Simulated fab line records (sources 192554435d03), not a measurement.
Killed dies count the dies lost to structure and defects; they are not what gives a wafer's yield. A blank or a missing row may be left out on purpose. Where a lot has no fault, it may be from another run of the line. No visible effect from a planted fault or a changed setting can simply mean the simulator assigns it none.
Chamber matching | flow n5_finfet | rie_diel-06 running N5_BEOL_M15_ETCH_59: 4 sister chambers
The step etches BARC in N2/H2, target depth 89 nm, overetch 26.7 nm, time 67.9 s. 8 wafers are shown with their chamber, then 7 later ones without.

== EACH WAFER AND ITS CHAMBER ==
wafer  | chamber | drypump_motor_current_A (A) | showerhead_plenum_p_Torr (Torr)
L077.1 | 0       | 5.78                        | 2.67
L076.5 | 0       | 5.76                        | 2.66
L076.6 | 1       | 6.48                        | 2.55
L084.2 | 1       | 6.47                        | 2.54
L084.3 | 2       | 6.02                        | 2.47
L084.6 | 2       | 6.02                        | 2.47
L091.4 | 3       | 5.80                        | 2.50
L091.5 | 3       | 5.81                        | 2.50

== WAFERS WITHOUT THEIR CHAMBER ==
wafer  | drypump_motor_current_A (A) | showerhead_plenum_p_Torr (Torr)
L091.6 | 6.06                        | 2.47
L095.3 | 6.04                        | 2.46
L095.4 | 5.80                        | 2.65
L095.5 | 6.06                        | 2.46
L097.1 | 5.76                        | 2.49
L097.2 | 6.51                        | 2.53
L097.6 | 6.03                        | 2.46

== THE CHAMBER EACH PASSED THROUGH ==
wafer  | from the rows above | in truth
L091.6 | 2                   | 2
L095.3 | 2                   | 2
L095.4 | 0                   | 0
L095.5 | 2                   | 2
L097.1 | 3                   | 3
L097.2 | 1                   | 1
L097.6 | 2                   | 2
7 of 7 placed correctly. Not placeable from these rows: 0. Number placed wrongly: 0.
How it was worked out, from the rows above alone: a wafer's distance from a chamber is the root of the sum, over the readings, of the square of ((its reading less the chamber's mean) divided by the reading's scatter). If the next closest chamber is less than 2 further off than the closest, the wafer can't be placed; otherwise it belongs to the closest. The mean given for a chamber averages the wafers shown for that chamber. The scatter: take each reading less its chamber's mean, square it, sum over the shown wafers, divide by the number of wafers less the number of chambers, and take the root.
